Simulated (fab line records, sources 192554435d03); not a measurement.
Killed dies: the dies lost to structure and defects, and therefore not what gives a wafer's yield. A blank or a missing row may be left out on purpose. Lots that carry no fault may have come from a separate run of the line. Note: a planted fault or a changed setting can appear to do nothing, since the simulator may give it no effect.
Chamber matching :: flow n5 finfet :: N5_BEOL_M2_DESCUM_16 on rie diel-05 has 4 sister chambers
The step chemistry O2, time 7 s. 4 wafers are shown with their chamber, then 7 later ones without.

WAFERS PAIRED WITH THEIR CHAMBERS
wafer: L081.5
chamber: 0
showerhead plenum p Torr (Torr): 2.19

wafer: L087.2
chamber: 3
showerhead plenum p Torr (Torr): 2.08

wafer: L093.1
chamber: 2
showerhead plenum p Torr (Torr): 2.20

wafer: L093.2
chamber: 1
showerhead plenum p Torr (Torr): 1.96

WAFERS WITH NO CHAMBER GIVEN
wafer: L093.5
showerhead plenum p Torr (Torr): 1.96

wafer: L092.2
showerhead plenum p Torr (Torr): 1.96

wafer: L092.4
showerhead plenum p Torr (Torr): 2.20

wafer: L092.6
showerhead plenum p Torr (Torr): 2.20

wafer: L096.1
showerhead plenum p Torr (Torr): 1.96

wafer: L096.2
showerhead plenum p Torr (Torr): 2.18

wafer: L096.3
showerhead plenum p Torr (Torr): 2.08

THE CHAMBER EACH PASSED THROUGH
wafer: L093.5
from the rows above: 1
in truth: 1

wafer: L092.2
from the rows above: 1
in truth: 1

wafer: L092.4
from the rows above: 2
in truth: 2

wafer: L092.6
from the rows above: 2
in truth: 2

wafer: L096.1
from the rows above: 1
in truth: 1

wafer: L096.2
from the rows above: 0
in truth: 0

wafer: L096.3
from the rows above: 3
in truth: 3
7 of 7 placed correctly. Number that these rows cannot place: 0. Number placed wrongly: 0.
How it was worked out, from the rows above alone: a wafer's distance from a chamber is the root of the sum, over the readings, of the square of ((its reading less the chamber's mean) divided by the reading's scatter). If the next closest chamber is less than 2 further off than the closest, the wafer can't be placed; otherwise it belongs to the closest. Each chamber's mean is taken over the wafers shown for it. The scatter (one wafer shown for each chamber): square how far every hidden wafer sits from the nearest shown wafer, average those squares and take the square root.
